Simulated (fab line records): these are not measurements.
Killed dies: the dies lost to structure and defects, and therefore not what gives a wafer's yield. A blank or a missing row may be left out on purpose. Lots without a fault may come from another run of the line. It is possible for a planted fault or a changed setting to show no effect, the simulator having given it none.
Matching of chambers :: flow nandHarc :: NHARC_A_CHANNEL_FILL_D1_ETCHBACK_20 on rieDiel-03: 4 sister chambers
The step etches the open film in C4F8/O2/Ar, target depth 27 nm, time 13.5 s. 4 wafers are shown with their chamber, then 8 later ones without.

WAFERS WITH THEIR CHAMBER
wafer: L896.1
chamber: 0
rfVppV (V): 980

wafer: L898.2
chamber: 2
rfVppV (V): 983

wafer: L898.3
chamber: 3
rfVppV (V): 978

wafer: L900.1
chamber: 1
rfVppV (V): 982

WAFERS MISSING THEIR CHAMBER
wafer: L900.2
rfVppV (V): 978

wafer: L900.6
rfVppV (V): 979

wafer: L904.2
rfVppV (V): 978

wafer: L904.3
rfVppV (V): 977

wafer: L904.5
rfVppV (V): 984

wafer: L903.1
rfVppV (V): 983

wafer: L903.4
rfVppV (V): 985

wafer: L903.5
rfVppV (V): 984

WHICH CHAMBER EACH ONE RAN IN
wafer: L900.2
from the rows above: 3
in truth: 3

wafer: L900.6
from the rows above: can't be placed: 0 or 3
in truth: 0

wafer: L904.2
from the rows above: 3
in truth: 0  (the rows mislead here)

wafer: L904.3
from the rows above: 3
in truth: 3

wafer: L904.5
from the rows above: can't be placed: 2 or 1
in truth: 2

wafer: L903.1
from the rows above: can't be placed: 2 or 1
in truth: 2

wafer: L903.4
from the rows above: can't be placed: 2 or 1
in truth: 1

wafer: L903.5
from the rows above: can't be placed: 2 or 1
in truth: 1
Placed correctly: 2 of 8. Not placeable from these rows: 5 (in 5, the candidates include the true chamber). Placed wrongly: 1.
How it was worked out, from the rows above alone: a wafer's distance from a chamber is the root of the sum, over the readings, of the square of ((its reading less the chamber's mean) divided by the reading's scatter). The wafer belongs to the nearest chamber; if the next one is less than 2 further off, it can't be placed. Each chamber's mean is taken over the wafers shown for it. The scatter: root of mean squared gap, hidden wafer to nearest shown wafer, with one shown wafer a chamber.
